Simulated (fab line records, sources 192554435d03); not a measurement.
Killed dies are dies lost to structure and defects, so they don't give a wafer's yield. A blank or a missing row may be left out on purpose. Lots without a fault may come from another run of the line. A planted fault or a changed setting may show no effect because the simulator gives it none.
fab line records | flow n5_finfet
record lots=7 wafers=19 last_day=16
route steps=1938 shown FIN_CUT@161 PASSIVATION@1936
lots that met no fault: from a run of the same line without faults
start_h: hours from the record's first day to the start of the lot's first wafer shown | wait_h: hours since the lot's step before | " the same as in the row above | L1.1+2: a row that stands for several wafers | - no value, or no start given | * or withheld: withheld | < > ~ a bound
route shown NAME@n: a module of which the file shows steps, and the number in the route of the first | usual: mean/standard deviation of fault-free wafers | same: alike in all rows | chamber/n: place in a boat | sites: the reading at each site | _std_site: their standard deviation | _edge_site: outer sites' mean less inner sites' | radius_mm: how far each site lies from the wafer's centre | mask NAME#n: copy n | behind: the tool/chamber that last shaped the wafer | hold: why the lot was held/for how many hours/how that ended | device: the transistor (n, p or np) that didn't switch | end of line: the same wafers' tests at the end of the route | a step without rows: its recipe alone | killed: dies lost to structure and defects at the first sort, not the wafer's yield | map: a wafer's dies, x killed, . not, _ none there
set.NAME: the setting as run; set.NAME@STEP: as run at that earlier step | model.NAME: the simulator's own value behind a step, which no gauge read
lots at some steps of the route; a table a step, a row a wafer
services: from which hour (start_h, from the record's first day; less than 0 if before it) a tool's chamber was out of use, for how many hours, and why
## steps
# step N5_FIN_CUT_PEB_06
# recipe peb_temp_c=100 peb_time_s=60 resist=CAR-EUV
# step N5_FIN_CUT_DEVELOP_07
# recipe develop_time_s=30 developer=TMAH resist=CAR-EUV rinse_liquid=surfactant_rinse dry=air_spin dev_temp_c=23
# step N5_FIN_CUT_CD_MEAS_08
# recipe target_cd_nm=29.1 landing_energy_ev=500 detector=se_inlens polarity=opening
# usual cd_nm=29.08/0.25
# columns lot.wafer tool chamber start_h wait_h cd_nm
L678.1 cd_sem-01 0 33.18 - 28.72
L678.4 " 0 " " 29.29
L678.5 " 0 " " 29.39
L685.1 cd_sem-02 0 76.94 - 29.07
L685.4 " 0 " " 29.25
L685.5 " 0 " " 29.02
L687.5 cd_sem-03 0 87.61 - 28.94
L687.6 " 0 " " 29.29
L690.2 cd_sem-02 0 107.52 - 29.01
L690.6 " 0 " " 29.13
L693.1 cd_sem-01 0 124.31 - 28.87
L693.2 " 0 " " 29.04
L693.3 " 0 " " 29.33
L697.1 cd_sem-03 0 146.80 - 28.92
L697.2 " 0 " " 28.73
L697.3 " 0 " " 28.58
L698.1 cd_sem-01 0 152.32 - 29.07
L698.4 " 0 " " 28.99
L698.6 " 0 " " 28.60
# step N5_FIN_CUT_OVL_MEAS_09
# recipe points_per_wafer=522
# usual FIN_CUT_OVL=0.5/0.63
# columns lot.wafer tool chamber start_h wait_h FIN_CUT_OVL[nm]
L678.1 overlay-02 0 33.21 0.0 0.2
L678.4 " 0 " " 1.5
L678.5 " 0 " " 0.6
L685.1 overlay-02 0 76.97 0.0 0.7
L685.4 " 0 " " 1.2
L685.5 " 0 " " 0.7
L687.5 overlay-01 0 87.66 0.0 0.7
L687.6 " 0 " " 0.0
L690.2 overlay-01 0 107.56 0.0 -0.3
L690.6 " 0 " " -0.3
L693.1 overlay-02 0 124.34 0.0 1.0
L693.2 " 0 " " 0.8
L693.3 " 0 " " 1.2
L697.1 overlay-01 0 146.83 0.0 1.0
L697.2 " 0 " " 0.9
L697.3 " 0 " " -0.4
L698.1 overlay-02 0 152.35 0.0 0.6
L698.4 " 0 " " -0.1
L698.6 " 0 " " -0.1
# step N5_FIN_CUT_INSPECT_10
# recipe mode=adi inspect_instrument=brightfield
# usual raw_defect_count=44/12
# columns lot.wafer tool chamber start_h wait_h raw_defect_count
L678.1 defect_inspect-02 - 33.27 0.1 29
L678.4 " - " " 54
L678.5 " - " " 42
L685.1 defect_inspect-02 - 77.03 0.1 47
L685.4 " - " " 58
L685.5 " - " " 76
L687.5 defect_inspect-01 - 87.69 0.0 38
L687.6 " - " " 47
L690.2 defect_inspect-02 - 107.61 0.0 63
L690.6 " - " " 48
L693.1 defect_inspect-01 - 124.40 0.1 65
L693.2 " - " " 42
L693.3 " - " " 61
L697.1 defect_inspect-02 - 146.89 0.1 52
L697.2 " - " " 47
L697.3 " - " " 33
L698.1 defect_inspect-01 - 152.41 0.1 43
L698.4 " - " " 32
L698.6 " - " " 39
# step N5_FIN_CUT_DESCUM_13
# recipe chemistry=O2 time_s=7 source_power_w=50 bias_power_w=20 pressure_mtorr=20 rf_frequency_hz=2.712e+07 temp_c=40 resist=CAR-EUV o2_flow_sccm=225
# step N5_FIN_CUT_ETCH_30
# recipe chemistry=N2/H2 target=underlayer target_depth_a=130 mask_material=CAR-EUV time_s=10.4 ion_energy_ev=200 pressure_mtorr=30 source_w=840 bias_w=150 n2_flow_sccm=200 h2_flow_sccm=200 ends=cleared
# usual drypump_motor_current_A=5.73/0.28 etch_rf_on_time_s=10.28/0.3 oes_product_au=0.66/0.068 rf_vpp_V=523.6/2.2 showerhead_plenum_p_Torr=2.53/0.079 throttle_valve_pct=17.94/0.19
# columns lot.wafer tool chamber start_h wait_h drypump_motor_current_A etch_rf_on_time_s oes_product_au rf_hours_counter_h rf_vpp_V showerhead_plenum_p_Torr throttle_valve_pct
L678.1 rie_diel-03 0 33.34 0.0 5.39 10.46 0.64 148 523.9 2.55 18.05
L678.4 " 3 " " 5.25 10.19 0.68 127 523.5 2.56 17.96
L678.5 " 3 " " 5.24 10.19 0.68 - 524.9 2.56 17.96
L685.1 rie_diel-05 1 77.41 0.0 5.73 10.36 0.64 129 524.0 2.54 17.49
L685.4 " 2 " " 5.57 9.75 0.79 27 526.2 2.59 17.63
L685.5 " 2 " " 5.58 9.78 0.79 - 525.0 2.59 17.64
L687.5 rie_diel-03 3 87.77 0.0 5.24 10.27 0.66 - 524.7 2.55 18.01
L687.6 " 2 " " 5.52 10.32 0.59 - 520.0 2.40 18.07
L690.2 rie_diel-03 3 107.85 0.0 5.24 10.14 0.66 151 522.9 2.55 18.00
L690.6 " 0 " " 5.40 10.39 0.63 - 522.3 2.54 18.10
L693.1 rie_diel-03 3 124.75 0.0 5.27 10.09 0.67 158 524.9 2.54 18.01
L693.2 " 1 " " 6.24 9.96 0.63 170 522.4 2.43 18.05
L693.3 " 0 " " 5.37 10.45 0.62 178 522.7 2.54 18.12
L697.1 rie_diel-06 1 146.96 0.0 5.93 10.58 0.63 161 527.3 2.65 17.95
L697.2 " 3 " " 5.80 10.12 0.78 28 526.4 2.60 18.00
L697.3 " 2 " " 5.54 10.74 0.59 199 523.5 2.54 17.90
L698.1 rie_diel-05 3 152.51 0.0 6.15 10.53 0.80 4 528.7 2.71 17.94
L698.4 " 1 " " 5.73 10.23 0.64 - 524.2 2.53 17.54
L698.6 " 3 " " 6.15 10.62 0.80 - 529.1 2.71 17.94
# step N5_FIN_CUT_ETCH_20
# recipe chemistry=CF4 target=SiARC target_depth_a=260 mask_material=CAR-EUV time_s=43.3 ion_energy_ev=80 pressure_mtorr=40 source_w=545 bias_w=36 Ar_flow_sccm=100 cf4_flow_sccm=100 ends=cleared
# step N5_FIN_CUT_ETCH_21
# recipe chemistry=N2/H2 target=SOC target_depth_a=2190 overetch_a=438 mask_material=SiARC temp_c=40 ion_energy_ev=100 bias_w=61 time_s=523.5 pressure_mtorr=30 source_w=850 n2_flow_sccm=200 h2_flow_sccm=200
# step N5_FIN_CUT_STRIP_23
# recipe chemistry=N2/H2 temp_c=40 n2_flow_sccm=200 h2_flow_sccm=200 rf_frequency_hz=6e+07
# step N5_FIN_CUT_STRIP_31
# recipe chemistry=N2/H2 temp_c=40 n2_flow_sccm=200 h2_flow_sccm=200 rf_frequency_hz=6e+07
# step N5_FIN_CUT_STRIP_24
# recipe chemistry=CF4 resist=SiARC power_w=300 bias_power_w=75 pressure_mtorr=50 cf4_flow_sccm=150 rf_frequency_hz=6e+07
# step N5_FIN_CUT_CUT_ETCH_26
# recipe chemistry=CH3F/O2 target=SiNx target_depth_a=390 mask_material=SOC time_s=55.7 pressure_mtorr=30 source_w=395 bias_w=73 Ar_flow_sccm=150 CH3F_flow_sccm=30 O2_flow_sccm=20 ion_energy_ev=120
# usual drypump_motor_current_A=5.72/0.28 oes_product_au=0.77/0.078 rf_vpp_V=298/5.1 showerhead_plenum_p_Torr=1.99/0.061 throttle_valve_pct=16.41/0.2
# columns lot.wafer tool chamber start_h wait_h drypump_motor_current_A oes_product_au rf_hours_counter_h rf_vpp_V showerhead_plenum_p_Torr throttle_valve_pct model.etch.depth_nm model.SOC_of_FIN_CUT_COAT_18.thk_nm
L678.1 rie_diel-03 0 33.74 0.0 5.38 0.76 148 303 1.99 16.40 39.61 210.8
L678.4 " 3 " " 5.26 0.80 127 293 2.02 16.41 40.39 210
L678.5 " 3 " " 5.24 0.79 - 294 2.02 16.41 40.12 210.6
L685.1 rie_diel-05 1 77.81 0.0 5.74 0.77 130 307 1.99 15.96 39.77 211
L685.4 " 2 " " 5.57 0.92 28 298 2.04 16.13 41.09 210.4
L685.5 " 2 " " 5.56 0.92 - 297 2.04 16.14 40.9 210.2
L687.5 rie_diel-03 3 88.18 0.0 5.21 0.71 - 293 2.02 16.44 33.94 215
L687.6 " 2 " " 5.54 0.69 - 298 1.89 16.65 39.17 212
L690.2 rie_diel-03 3 108.26 0.0 5.22 0.70 151 294 2.01 16.45 33.72 213.6
L690.6 " 0 " " 5.38 0.73 - 303 1.99 16.42 38.51 211.6
L693.1 rie_diel-03 3 125.16 0.0 5.23 0.76 158 292 2.01 16.46 39 212
L693.2 " 1 " " 6.22 0.67 170 299 1.91 16.51 33.78 214
L693.3 " 0 " " 5.38 0.72 179 302 1.98 16.44 38.7 211.2
L697.1 rie_diel-06 1 147.36 0.0 5.90 0.74 161 302 2.08 16.44 38.02 212
L697.2 " 3 " " 5.77 0.93 29 294 2.04 16.49 39.62 211.2
L697.3 " 2 " " 5.51 0.69 199 296 1.97 16.27 38.07 212.2
L698.1 rie_diel-05 3 152.91 0.0 6.10 0.94 4 307 2.13 16.35 38.68 210.8
L698.4 " 1 " " 5.73 0.74 - 307 1.98 16.02 39.46 210
L698.6 " 3 " " 6.14 0.94 - 305 2.13 16.36 38.8 209.8
# step N5_FIN_CUT_CUT_ETCH_27
# recipe chemistry=CHF3/O2 target=SiO2 target_depth_a=40 mask_material=SOC overetch_a=20 time_s=4.9 pressure_mtorr=30 source_w=650 bias_w=170 Ar_flow_sccm=200 CHF3_flow_sccm=50 O2_flow_sccm=5 ion_energy_ev=200
# usual CHF3_flow_sccm=50.01/0.15 drypump_motor_current_A=5.73/0.28 oes_product_au=0.61/0.057 rf_vpp_V=525/8.9 showerhead_plenum_p_Torr=2.40/0.071 throttle_valve_pct=18.89/0.21
# columns lot.wafer tool chamber start_h wait_h CHF3_flow_sccm drypump_motor_current_A oes_product_au rf_hours_counter_h rf_vpp_V showerhead_plenum_p_Torr throttle_valve_pct
L678.1 rie_diel-03 0 33.78 0.0 49.98 5.39 0.60 148 532 2.40 18.87
L678.4 " 3 " " 50.10 5.22 0.62 128 515 2.44 18.92
L678.5 " 3 " " 50.01 5.24 0.62 - 517 2.44 18.91
L685.1 rie_diel-05 1 77.85 0.0 49.77 5.71 0.61 130 540 2.40 18.42
L685.4 " 2 " " 49.86 5.56 0.71 28 524 2.46 18.61
L685.5 " 2 " " 50.02 5.58 0.71 - 523 2.46 18.64
L687.5 rie_diel-03 3 88.23 0.0 49.93 5.23 0.61 - 516 2.43 18.93
L687.6 " 2 " " 50.13 5.49 0.55 - 522 2.28 19.09
L690.2 rie_diel-03 3 108.30 0.0 50.09 5.22 0.61 151 515 2.43 18.92
L690.6 " 0 " " 50.01 5.40 0.57 - 533 2.39 18.90
L693.1 rie_diel-03 3 125.20 0.0 50.27 5.26 0.60 158 515 2.43 18.93
L693.2 " 1 " " 49.87 6.22 0.58 170 528 2.31 18.99
L693.3 " 0 " " 49.99 5.38 0.58 179 532 2.39 18.91
L697.1 rie_diel-06 1 147.41 0.0 50.34 5.94 0.59 162 533 2.51 18.93
L697.2 " 3 " " 50.08 5.83 0.71 29 518 2.46 19.01
L697.3 " 2 " " 50.05 5.53 0.56 199 523 2.38 18.68
L698.1 rie_diel-05 3 152.96 0.0 49.91 6.08 0.75 4 543 2.57 18.89
L698.4 " 1 " " 50.08 5.75 0.59 - 539 2.39 18.45
L698.6 " 3 " " 50.03 6.09 0.74 - 543 2.57 18.90
# step N5_FIN_CUT_PRECLEAN_35
# recipe time_s=13.3 temp_c=45 pressure_torr=125 p_hf_torr=3 p_coreactant_torr=25 chemistry=vHF
# usual drypump_motor_current_A=5.5/0.33
# columns lot.wafer tool chamber start_h wait_h drypump_motor_current_A
L678.1 vapor_etch-02 0 33.85 0.0 6.0
L678.4 " 0 " " 6.0
L678.5 " 0 " " 6.0
L685.1 vapor_etch-02 1 77.92 0.0 5.1
L685.4 " 0 " " 6.0
L685.5 " 0 " " 6.0
L687.5 vapor_etch-02 0 88.31 0.1 6.0
L687.6 " 1 " " 5.1
L690.2 vapor_etch-02 1 108.37 0.0 5.1
L690.6 " 0 " " 6.0
L693.1 vapor_etch-02 0 125.37 0.1 6.0
L693.2 " 1 " " 5.1
L693.3 " 0 " " 6.0
L697.1 vapor_etch-01 1 147.48 0.0 5.6
L697.2 " 0 " " 5.5
L697.3 " 0 " " 5.5
L698.1 vapor_etch-02 0 153.03 0.0 5.9
L698.4 " 0 " " 6.0
L698.6 " 1 " " 5.1
# step N5_FIN_CUT_CUT_ETCH_15
# recipe chemistry=HBr/Cl2/O2 target=Si target_depth_a=1000 bt_time_s=10 mask_material=SOC time_s=42.4 ion_energy_ev=* bias_w=* pressure_mtorr=10 icp_w=800 HBr_flow_sccm=150 Cl2_flow_sccm=80 O2_flow_sccm=12
# usual drypump_motor_current_A=5.7/0.46 oes_product_au=1.007/0.015 throttle_valve_pct=37.1/0.32
# columns lot.wafer tool chamber start_h wait_h drypump_motor_current_A oes_product_au rf_hours_counter_h throttle_valve_pct
L678.1 rie_si-04 3 33.93 0.1 5.7 1.003 117 37.7
L678.4 " 0 " " 6.0 1.010 180 37.0
L678.5 " 2 " " 5.4 1.006 - 37.1
L685.1 rie_si-04 3 78.00 0.1 5.7 0.999 117 37.7
L685.4 " 1 " " 5.8 1.009 49 37.2
L685.5 " 3 " " 5.7 1.004 - 37.7
L687.5 rie_si-06 3 88.38 0.0 5.5 1.023 - 37.2
L687.6 " 2 " " 5.0 1.025 - 37.5
L690.2 rie_si-06 0 108.45 0.1 6.7 1.030 169 37.7
L690.6 " 2 " " 5.0 1.024 - 37.5
L693.1 rie_si-01 2 125.45 0.1 5.7 1.019 157 36.8
L693.2 " 1 " " 5.2 0.988 86 37.0
L693.3 " 3 " " 5.5 0.977 115 37.0
L697.1 rie_si-01 0 147.56 0.1 6.0 1.011 129 36.7
L697.2 " 3 " " 5.5 0.982 115 37.0
L697.3 " 2 " " 5.6 1.031 158 36.8
L698.1 rie_si-01 3 153.11 0.1 5.5 0.981 115 36.9
L698.4 " 0 " " 6.0 1.005 130 36.7
L698.6 " 1 " " 5.2 1.000 - 37.0
# step N5_FIN_CUT_CUT_ETCH_28
# recipe chemistry=HBr/Cl2/O2 target=Si target_depth_a=60 mask_material=SOC time_s=2.4 ion_energy_ev=* bias_w=* pressure_mtorr=10 icp_w=800 HBr_flow_sccm=150 Cl2_flow_sccm=80 O2_flow_sccm=12
# usual drypump_motor_current_A=5.7/0.47 oes_product_au=1.008/0.015 throttle_valve_pct=37.1/0.32
# columns lot.wafer tool chamber start_h wait_h drypump_motor_current_A oes_product_au rf_hours_counter_h throttle_valve_pct model.SOC_of_FIN_CUT_COAT_18.thk_nm
L678.1 rie_si-04 3 33.99 0.0 5.7 1.005 117 37.7 168.2
L678.4 " 0 " " 6.0 1.018 180 37.1 166.8
L678.5 " 2 " " 5.4 1.005 - 37.1 167
L685.1 rie_si-04 3 78.06 0.0 5.7 1.001 117 37.7 168.8
L685.4 " 1 " " 5.8 1.016 49 37.2 168
L685.5 " 3 " " 5.7 0.994 - 37.7 168
L687.5 rie_si-06 3 88.43 0.0 5.5 1.017 - 37.1 172
L687.6 " 2 " " 5.0 1.011 - 37.5 169
L690.2 rie_si-06 0 108.50 0.0 6.7 1.025 169 37.7 172.4
L690.6 " 2 " " 5.0 1.023 - 37.5 169.2
L693.1 rie_si-01 2 125.51 0.0 5.6 1.028 157 36.8 167.8
L693.2 " 1 " " 5.2 0.994 86 37.0 170.8
L693.3 " 3 " " 5.5 0.974 115 37.0 168.6
L697.1 rie_si-01 0 147.61 0.0 6.0 1.012 130 36.7 170.4
L697.2 " 3 " " 5.5 0.976 115 37.0 168.4
L697.3 " 2 " " 5.6 1.029 158 36.8 167.4
L698.1 rie_si-01 3 153.16 0.0 5.5 0.980 115 37.0 168.2
L698.4 " 0 " " 6.0 1.010 130 36.7 168.2
L698.6 " 1 " " 5.2 0.992 - 37.0 166.6
# step N5_FIN_CUT_STRIP_22
# recipe chemistry=N2/H2 power_w=500 temp_c=40 pressure_mtorr=50 rf_frequency_hz=6e+07 overash_fraction=0.3 bias_power_w=8 h2_frac=0.5 n2_flow_sccm=300 h2_flow_sccm=300
# usual drypump_motor_current_A=5.7/0.3 oes_product_au=0.77/0.069 power_w=499.9/1.5 rf_vpp_V=54.3/2.2 showerhead_plenum_p_Torr=3.34/0.1 throttle_valve_pct=19.05/0.27
# columns lot.wafer tool chamber start_h wait_h drypump_motor_current_A oes_product_au power_w rf_hours_counter_h rf_vpp_V showerhead_plenum_p_Torr throttle_valve_pct
L678.1 rie_diel-03 0 34.08 0.1 5.4 0.75 499.3 148 54.4 3.37 19.34
L678.4 " 1 " " 6.3 0.74 499.4 - 56.3 3.24 19.19
L678.5 " 3 " " 5.2 0.79 498.3 - 53.5 3.37 19.35
L685.1 rie_diel-03 3 78.12 0.0 5.3 0.78 499.4 141 51.2 3.37 19.36
L685.4 " 2 " " 5.5 0.69 499.1 243 56.6 3.18 18.94
L685.5 " 0 " " 5.4 0.74 499.8 - 53.9 3.36 19.31
L687.5 rie_diel-05 2 88.51 0.1 5.6 0.88 503.1 - 54.3 3.42 18.74
L687.6 " 1 " " 5.8 0.75 499.4 - 52.3 3.35 18.80
L690.2 rie_diel-05 2 108.57 0.0 5.6 0.88 502.0 36 52.6 3.42 18.72
L690.6 " 0 " " 5.8 0.78 499.9 - 54.8 3.23 18.69
L693.1 rie_diel-03 3 125.62 0.1 5.2 0.76 498.7 158 55.4 3.36 19.41
L693.2 " 1 " " 6.2 0.72 501.3 171 49.8 3.22 19.20
L693.3 " 0 " " 5.4 0.72 497.6 179 57.1 3.35 19.32
L697.1 rie_diel-05 3 147.68 0.0 6.1 0.97 501.2 2 54.5 3.58 19.13
L697.2 " 0 " " 5.9 0.78 500.7 134 50.9 3.23 18.69
L697.3 " 1 " " 5.8 0.72 503.2 150 51.0 3.34 18.88
L698.1 rie_diel-03 1 153.23 0.0 6.2 0.71 497.0 182 56.7 3.21 19.21
L698.4 " 1 " " 6.3 0.72 499.0 - 52.8 3.22 19.28
L698.6 " 0 " " 5.4 0.71 501.3 - 51.8 3.34 19.39
# step N5_PASSIVATION_PROBE_49
# usual killed_at_M0_to_M3=33/9.1 killed_at_M4_up=14/5.6 killed_at_contacts=13/5.7 killed_at_front_end=42/12 killed_at_other=4/3 killed_dies=105/16 killed_open=69/11 killed_short=34/7.5
# same gross_dies=1180 killed_at_back_side=0
# columns lot.wafer tool chamber start_h wait_h killed_at_M0_to_M3 killed_at_M4_up killed_at_contacts killed_at_front_end killed_at_other killed_dies killed_open killed_short
L678.1 prober-02 - 263.47 0.0 25 22 18 36 4 105 69 34
L678.4 prober-02 - 263.62 0.2 24 13 25 34 2 98 62 33
L678.5 prober-02 - 263.67 0.2 34 15 9 63 12 133 78 53
L685.1 prober-02 - 309.73 0.0 40 6 18 35 1 100 65 34
L685.4 prober-02 - 309.88 0.2 28 9 7 32 1 77 50 27
L685.5 prober-02 - 309.93 0.2 50 10 7 44 3 114 72 40
L687.5 prober-01 - 323.25 0.2 29 4 16 39 1 89 54 33
L687.6 prober-01 - 323.30 0.3 29 11 18 30 5 93 56 36
L690.2 prober-02 - 341.50 0.1 29 12 6 23 0 70 49 21
L690.6 prober-02 - 341.70 0.3 30 11 7 45 0 93 61 25
L693.1 prober-02 - 362.44 0.0 26 21 8 46 0 101 71 30
L693.2 prober-02 - 362.49 0.1 33 14 14 50 11 122 71 36
L693.3 prober-02 - 362.54 0.1 27 13 11 39 5 95 62 32
L697.1 prober-01 - 382.54 0.0 31 21 19 28 0 99 69 27
L697.2 prober-01 - 382.59 0.1 26 16 10 48 0 100 72 24
L697.3 prober-01 - 382.64 0.1 39 19 13 42 0 113 77 35
L698.1 prober-02 - 390.05 0.0 17 15 5 25 1 63 46 17
L698.4 prober-02 - 390.20 0.2 34 16 11 20 4 85 63 20
L698.6 prober-02 - 390.30 0.3 28 14 6 52 6 106 68 37
# killed by level:class
L678.1 MOL_CONTACT_COAG:geometric_particle:open=16 BEOL_M4:geometric_particle:open=12 FIN_SAQP:geometric_particle:open=9 BEOL_M2:geometric_particle:open=9 BEOL_M0_SAQP:geometric_particle:short=5 STARTING-WAFER:geometric_particle:short=5 BEOL_M4:geometric_particle:short=4 STI_FIN_REVEAL:geometric_particle:open=4
L678.4 MOL_CONTACT_COAG:geometric_particle:open=20 GATE_CUT:geometric_particle:open=6 FIN_SAQP:geometric_particle:short=5 GATE_CUT:geometric_particle:short=5 BEOL_M0_SAQP:geometric_particle:open=5 BEOL_M0_SAQP:geometric_particle:short=5 BEOL_M8:geometric_particle:open=5 MOL_CONTACT_COAG:geometric_particle:short=4
L678.5 FIN_SAQP:geometric_particle:open=16 FIN_SAQP:geometric_particle:short=16 BEOL_M0_SAQP:geometric_particle:short=12 MOL_CONTACT_COAG:geometric_particle:open=8 STARTING-WAFER:geometric_particle:open=8 GATE_CUT:geometric_particle:short=6 PAD_METAL:geometric_particle:open=6 BEOL_M0_SAQP:geometric_particle:open=6
L685.1 MOL_CONTACT_COAG:geometric_particle:open=16 BEOL_M1:geometric_particle:open=11 FIN_SAQP:geometric_particle:short=7 BEOL_M3:geometric_particle:open=7 GATE_CUT:geometric_particle:open=5 BEOL_M0_SAQP:geometric_particle:short=5 STI_FIN_REVEAL:geometric_particle:open=4 GATE_CUT:geometric_particle:short=4
L685.4 BEOL_M1:geometric_particle:open=7 ILD0:geometric_particle:short=6 BEOL_M2:geometric_particle:open=5 BEOL_M3:geometric_particle:open=5 FIN_SAQP:geometric_particle:short=4 MOL_CONTACT_COAG:geometric_particle:open=4 BEOL_M0_SAQP:geometric_particle:short=4 BEOL_M6:geometric_particle:open=4
L685.5 BEOL_M0_SAQP:geometric_particle:open=16 BEOL_M0_SAQP:geometric_particle:short=10 BEOL_M1:geometric_particle:open=10 FIN_SAQP:geometric_particle:open=9 BEOL_M3:geometric_particle:open=9 FIN_SAQP:geometric_particle:short=8 STI_FIN_REVEAL:geometric_particle:open=6 GATE_CUT:geometric_particle:short=6
L687.5 MOL_CONTACT_COAG:geometric_particle:open=14 FIN_SAQP:geometric_particle:short=8 STI_FIN_REVEAL:geometric_particle:open=8 BEOL_M2:geometric_particle:open=7 BEOL_M0_SAQP:geometric_particle:short=6 DUMMY_GATE:geometric_particle:open=5 BEOL_M3:geometric_particle:open=5 BEOL_M0_SAQP:geometric_particle:open=3
L687.6 MOL_CONTACT_COAG:geometric_particle:open=13 FIN_SAQP:geometric_particle:short=8 BEOL_M0_SAQP:geometric_particle:open=8 GATE_CUT:geometric_particle:short=6 BEOL_M2:geometric_particle:open=6 STI_FIN_REVEAL:geometric_particle:open=5 BEOL_M0_SAQP:geometric_particle:short=5 BEOL_M4:geometric_particle:open=5
L690.2 BEOL_M0_SAQP:geometric_particle:open=8 BEOL_M2:geometric_particle:open=7 BEOL_M0_SAQP:geometric_particle:short=6 BEOL_M3:geometric_particle:open=6 BEOL_M4:geometric_particle:open=6 FIN_SAQP:geometric_particle:short=4 MOL_CONTACT_COAG:geometric_particle:open=4 STARTING-WAFER:geometric_particle:short=4
L690.6 BEOL_M3:geometric_particle:open=12 GATE_CUT:geometric_particle:short=8 DUMMY_GATE:geometric_particle:open=6 MOL_CONTACT_COAG:geometric_particle:open=6 BEOL_M2:geometric_particle:open=6 HKMG_FIN:area_etch=6 FIN_SAQP:geometric_particle:open=5 FIN_SAQP:geometric_particle:short=5
L693.1 FIN_SAQP:geometric_particle:open=14 BEOL_M4:geometric_particle:open=9 DUMMY_GATE:geometric_particle:open=7 BEOL_M0_SAQP:geometric_particle:short=7 BEOL_M2:geometric_particle:open=7 MOL_CONTACT_COAG:geometric_particle:open=6 STARTING-WAFER:geometric_particle:open=5 BEOL_M0_SAQP:geometric_particle:open=5
L693.2 HKMG_FIN:area_etch=15 FIN_SAQP:geometric_particle:open=12 MOL_CONTACT_COAG:geometric_particle:open=10 BEOL_M2:geometric_particle:open=7 FIN_SAQP:geometric_particle:short=6 BEOL_M0_SAQP:geometric_particle:open=6 BEOL_M1:geometric_particle:open=6 BEOL_M4:geometric_particle:open=6
L693.3 MOL_CONTACT_COAG:geometric_particle:open=9 BEOL_M4:geometric_particle:open=9 FIN_SAQP:geometric_particle:open=7 FIN_SAQP:geometric_particle:short=6 BEOL_M0_SAQP:geometric_particle:open=6 GATE_CUT:geometric_particle:open=5 BEOL_M2:geometric_particle:open=5 BEOL_M3:geometric_particle:open=4
L697.1 MOL_CONTACT_COAG:geometric_particle:open=19 BEOL_M3:geometric_particle:open=8 BEOL_M4:geometric_particle:open=7 BEOL_M1:geometric_particle:open=6 GATE_CUT:geometric_particle:short=5 BEOL_M0_SAQP:geometric_particle:open=5 FIN_SAQP:geometric_particle:open=4 BEOL_M0_SAQP:geometric_particle:short=4
L697.2 STI_FIN_REVEAL:geometric_particle:open=15 MOL_CONTACT_COAG:geometric_particle:open=9 BEOL_M1:geometric_particle:open=9 BEOL_M4:geometric_particle:open=9 GATE_CUT:geometric_particle:short=7 BEOL_M2:geometric_particle:open=7 FIN_SAQP:geometric_particle:short=4 FIN_SAQP:geometric_particle:open=4
L697.3 GATE_CUT:geometric_particle:short=14 MOL_CONTACT_COAG:geometric_particle:open=10 BEOL_M0_SAQP:geometric_particle:open=9 BEOL_M2:geometric_particle:open=9 BEOL_M4:geometric_particle:open=9 BEOL_M3:geometric_particle:open=7 STI_FIN_REVEAL:geometric_particle:open=6 FIN_SAQP:geometric_particle:open=4
L698.1 STI_FIN_REVEAL:geometric_particle:open=6 BEOL_M4:geometric_particle:open=6 BEOL_M3:geometric_particle:open=5 BEOL_M0_SAQP:geometric_particle:open=5 STARTING-WAFER:geometric_particle:open=5 DUMMY_GATE:geometric_particle:open=4 GATE_CUT:geometric_particle:short=4 MOL_CONTACT_COAG:geometric_particle:open=4
L698.4 BEOL_M1:geometric_particle:open=11 MOL_CONTACT_COAG:geometric_particle:open=9 BEOL_M3:geometric_particle:open=7 BEOL_M2:geometric_particle:open=6 STI_FIN_REVEAL:geometric_particle:open=5 BEOL_M4:geometric_particle:short=5 DUMMY_GATE:geometric_particle:open=3 GATE_CUT:geometric_particle:short=3
L698.6 FIN_SAQP:geometric_particle:open=13 FIN_SAQP:geometric_particle:short=10 STI_FIN_REVEAL:geometric_particle:open=10 BEOL_M0_SAQP:geometric_particle:short=8 BEOL_M3:geometric_particle:open=7 MOL_CONTACT_COAG:geometric_particle:open=6 BEOL_M0_SAQP:geometric_particle:open=5 STARTING-WAFER:geometric_particle:open=5
## services
# columns tool chamber start_h hours kind
rie_diel-06 - 16.29 2.8 pm
rie_diel-05 - 23.95 0.3 repair
rie_diel-03 2 25.30 3.7 repair
rie_diel-03 - 29.07 2.4 repair
rie_diel-03 2 33.91 5.2 repair
rie_si-01 3 40.56 10.5 repair
rie_si-04 2 53.29 3.8 repair
rie_diel-05 1 55.98 6.4 repair
rie_diel-05 0 58.55 9.7 repair
rie_si-06 0 74.31 2.6 repair
rie_diel-03 - 76.83 0.6 repair
rie_si-01 2 76.92 11.9 repair
rie_diel-06 2 78.81 9.3 repair
rie_si-04 1 93.20 8.0 repair
rie_diel-03 2 100.80 22.0 repair
vapor_etch-01 - 101.47 0.6 repair
vapor_etch-02 - 104.41 0.4 repair
rie_diel-06 1 113.13 2.7 repair
rie_diel-03 2 125.25 - clean
rie_diel-03 2 125.25 - consumable_replace:focus_ring
rie_diel-03 2 125.25 - consumable_replace:showerhead
rie_diel-03 2 125.25 35.9 scheduled_down
rie_diel-03 2 125.25 35.9 vent_cycle
rie_diel-05 2 147.57 7.4 repair
## key
first_sign none at tools or gauges
model_effect step=N5_FIN_CUT_CUT_ETCH_26 value=etch.depth_nm without=39.56 struck=33.82
model_effect step=N5_FIN_CUT_CUT_ETCH_28 value=SOC_of_FIN_CUT_COAT_18.thk_nm without=168.9 struck=171.7
met_at N5_FIN_CUT_CUT_ETCH_26
struck_wafers L687.5,L690.2,L693.2
tester_left_out L687,L690,L693
baseline_loss step=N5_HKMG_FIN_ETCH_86 wafers=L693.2
onset_between 33.74 88.18
fault kind=process_parameter_drift tool=rie_diel-03 chamber=- onset_h=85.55 steps=N5_FIN_CUT_CUT_ETCH_26 channel=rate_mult offset=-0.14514 shape=step end_h=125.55 scope=struck_wafers_only
# tester_left_out: of these lots the tester's yield and bins aren't shown, on N5 and GAA mostly nor the transistor test; their killed dies are dies lost to structure and defects alone, not to doping, threshold or leakage, so they don't give the yield
# baseline_loss: these wafers lose ten dies or more at that step, a loss of the line's own and not of a fault; the sort's usual values leave them out
